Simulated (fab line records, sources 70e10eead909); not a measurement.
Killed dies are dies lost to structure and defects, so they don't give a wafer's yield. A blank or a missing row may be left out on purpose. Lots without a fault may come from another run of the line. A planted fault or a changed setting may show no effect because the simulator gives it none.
A struck lot beside a sound one | flow nand_harc | 14 steps out of a route of 1302
Sound: wafers L860.2, L860.3, L860.6. Struck: wafers L856.1, L856.4. (L856.5 of the same lot was not struck and is left out.) The cause comes at the end.
At each step with rows: each side's tool, then ch and its chambers, then its first start. Under that, the readings that differ: sound wafers | struck wafers | difference of the means | sigmas: that difference in standard deviations of wafers without a fault.
alike: readings whose means differ by less than 2 such deviations, and words and numbers that are the same on both sides. not compared: withheld readings, readings that some wafer has no value for, bounds like >300 that may hide the same value, and numbers for which the record gives no deviation and whose values overlap.
The two part at a step that has a row with sigmas, a row that says differs or no value, or rows on one side only. Numbers that don't overlap but have no deviation are shown without sigmas and don't part them. A reading that every wafer of one side lacks parts them only if that side has two wafers or more.

NHARC_A_CHANNEL_FILL_D2_ALD_16: deposits SiO2, target thk 1.5 nm, pulse time 10 s, ald cycles 15.
  sound on ald_hk-04 ch 1,2, day 21 00:14; struck on ald_hk-02 ch 0,2, day 19 17:50
  alike: heater_power_w, precursor_pulse_height_rel, susceptor_temp_C
then, 2 steps without rows for these wafers: NHARC_A_CHANNEL_FILL_D2_ANNEAL_17 (time 1800 s); NHARC_A_CHANNEL_FILL_D2_CVD_18 (deposits poly-Si, target thk 3 nm).
NHARC_A_CHANNEL_FILL_D2_ETCHBACK_19: etches the open film in HBr/Cl2, target depth 5 nm, time 1.7 s.
  sound on rie_si-03 ch 2,3, day 21 12:44; struck on rie_si-03 ch 1,3, day 20 06:07
  alike: drypump_motor_current_A, oes_product_au, throttle_valve_pct
  not compared: rf_hours_counter_h
NHARC_A_CHANNEL_FILL_D2_ETCHBACK_20: etches the open film in C4F8/O2/Ar, target depth 27 nm, time 13.5 s.
  sound on rie_diel-11 ch 0,2,3, day 21 12:52; struck on rie_diel-12 ch 0,2, day 20 06:16
  alike: oes_product_au, rf_vpp_V, run_length_s
  not compared: rf_hours_counter_h
then, 5 steps without rows for these wafers: NHARC_A_CHANNEL_FILL_D2_STRIP_28 (strips in O2, time 20 s); NHARC_A_CHANNEL_FILL_D2_PRECLEAN_21 (cleans in dHF, time 30 s); NHARC_A_CHANNEL_FILL_D2_SRD_23; NHARC_A_CHANNEL_FILL_D2_CVD_05 (deposits poly-Si, target thk 5 nm); NHARC_A_CHANNEL_FILL_D2_ANNEAL_22 (time 7200 s).
NHARC_A_CHANNEL_FILL_D2_ALD_25: deposits SiOx, target thk 60 nm, pulse time 10 s, ald cycles 600.
  sound on ald_hk-04 ch 0,1, day 22 00:50; struck on ald_hk-02 ch 0,3, day 20 19:35
  reading              | sound                | struck        | difference | sigmas
  susceptor_temp_C (C) | 300.04 299.54 299.80 | 300.19 300.22 | +0.41      | +2
  alike: heater_power_w, precursor_pulse_height_rel
NHARC_A_CHANNEL_FILL_D2_ETCHBACK_08: etches the open film in C4F8, target depth 220 nm, time 110 s.
  sound on rie_diel-12 ch 1,3, day 22 06:22; struck on rie_diel-11 ch 0,2, day 21 00:29
  reading          | sound             | struck      | difference | sigmas
  run_length_s (s) | 130.5 131.1 131.2 | 148.7 149.3 | +18.1      | +45
  alike: oes_product_au, rf_vpp_V
  not compared: rf_hours_counter_h
NHARC_A_CHANNEL_FILL_D2_STRIP_29: strips in O2, time 20 s.
  sound on rie_diel-12 ch 2,3; struck on rie_diel-11 ch 0,1
  alike: drypump_motor_current_A, oes_product_au, rf_vpp_V, showerhead_plenum_p_Torr, throttle_valve_pct
  not compared: rf_hours_counter_h
then, 1 step without rows for these wafers: NHARC_END_SORT_01.

WHERE THEY PART
First at NHARC_A_CHANNEL_FILL_D2_ALD_25; last, within this record, at NHARC_A_CHANNEL_FILL_D2_ETCHBACK_08. Later steps at which nothing parts them and some readings are alike: NHARC_A_CHANNEL_FILL_D2_STRIP_29.

WHY: what the simulator had put in
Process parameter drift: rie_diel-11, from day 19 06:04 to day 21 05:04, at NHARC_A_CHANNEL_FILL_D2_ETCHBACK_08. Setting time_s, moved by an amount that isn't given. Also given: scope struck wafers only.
